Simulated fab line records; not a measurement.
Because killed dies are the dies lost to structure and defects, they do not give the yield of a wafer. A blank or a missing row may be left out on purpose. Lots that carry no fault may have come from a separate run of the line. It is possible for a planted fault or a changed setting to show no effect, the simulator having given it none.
Matching of chambers + flow n5 finfet + rie diel-03 running N5_PMOS_HMC_CHANNEL_EPI_DESCUM_14: 4 sister chambers
The step chemistry O2, time 7.9 s. 4 wafers are shown with their chamber, then 9 later ones without.

== WAFERS, EACH WITH ITS CHAMBER ==
| wafer  | chamber | showerhead plenum p Torr (Torr) |
|--------|---------|---------------------------------|
| L081.1 | 1       | 2.03                            |
| L084.2 | 2       | 2.16                            |
| L084.3 | 0       | 2.16                            |
| L084.4 | 3       | 2.09                            |

== WAFERS WITH NO CHAMBER GIVEN ==
| wafer  | showerhead plenum p Torr (Torr) |
|--------|---------------------------------|
| L086.2 | 2.15                            |
| L086.3 | 2.15                            |
| L086.5 | 2.15                            |
| L090.3 | 2.08                            |
| L090.4 | 2.15                            |
| L090.6 | 2.15                            |
| L093.1 | 2.15                            |
| L093.4 | 2.15                            |
| L093.6 | 2.15                            |

== THE CHAMBER EACH PASSED THROUGH ==
| wafer  | from the rows above     | in truth |
|--------|-------------------------|----------|
| L086.2 | can't be placed: 0 or 2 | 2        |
| L086.3 | can't be placed: 0 or 2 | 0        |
| L086.5 | can't be placed: 0 or 2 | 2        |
| L090.3 | 3                       | 3        |
| L090.4 | can't be placed: 0 or 2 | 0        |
| L090.6 | can't be placed: 0 or 2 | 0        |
| L093.1 | can't be placed: 0 or 2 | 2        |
| L093.4 | can't be placed: 0 or 2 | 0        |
| L093.6 | can't be placed: 0 or 2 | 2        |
Correct placement for 1 of the 9. Cannot be placed on the basis of these rows: 8; the candidates contain the true chamber in 8. Wrongly placed: 0.
How it was worked out, from the rows above alone: a wafer's distance from a chamber is the root of the sum, over the readings, of the square of ((its reading less the chamber's mean) divided by the reading's scatter). If the next closest chamber is less than 2 further off than the closest, the wafer can't be placed; otherwise it belongs to the closest. A chamber's mean is the mean of its shown wafers. The scatter: with one shown wafer a chamber, the root of the mean of the squares of how far each hidden wafer lies from its nearest shown one.
